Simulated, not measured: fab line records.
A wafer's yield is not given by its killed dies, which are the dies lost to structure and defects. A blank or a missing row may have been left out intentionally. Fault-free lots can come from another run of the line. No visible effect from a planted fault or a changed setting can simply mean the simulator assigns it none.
Matching of chambers	flow n5 finfet	N5_BEOL_M0_SAQP_MANDREL_ETCH_20 on rie si-01 has 4 sister chambers
The step etches a-Si in HBr/Cl2, stops on SiNx, target depth 60 nm, bt time 10 s, time 30 s. 4 wafers are shown with their chamber, then 11 later ones without.

EACH WAFER AND ITS CHAMBER
wafer	chamber	drypump motor current A (A)
L084.1	1	5.7
L084.5	2	5.1
L087.6	3	4.8
L089.1	0	5.2

WAFERS MISSING THEIR CHAMBER
wafer	drypump motor current A (A)
L089.2	4.8
L089.5	5.6
L094.1	5.6
L094.2	5.2
L094.4	4.8
L096.1	5.7
L096.2	5.0
L096.3	5.2
L097.2	5.7
L097.4	5.0
L097.6	4.8

WHICH CHAMBER EACH WENT THROUGH
wafer	from the rows above	in truth
L089.2	3	3
L089.5	1	1
L094.1	1	1
L094.2	can't be placed: 0 or 2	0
L094.4	3	3
L096.1	1	1
L096.2	can't be placed: 2 or 0 or 3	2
L096.3	can't be placed: 0 or 2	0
L097.2	1	1
L097.4	can't be placed: 2 or 0 or 3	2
L097.6	3	3
7 of 11 placed correctly. These rows do not allow placing 4 (true chamber among the candidates in 4). Number placed wrongly: 0.
How it was worked out, from the rows above alone: a wafer's distance from a chamber is the root of the sum, over the readings, of the square of ((its reading less the chamber's mean) divided by the reading's scatter). If the next closest chamber is less than 2 further off than the closest, the wafer can't be placed; otherwise it belongs to the closest. The mean given for a chamber averages the wafers shown for that chamber. The scatter: root of mean squared gap, hidden wafer to nearest shown wafer, with one shown wafer a chamber.
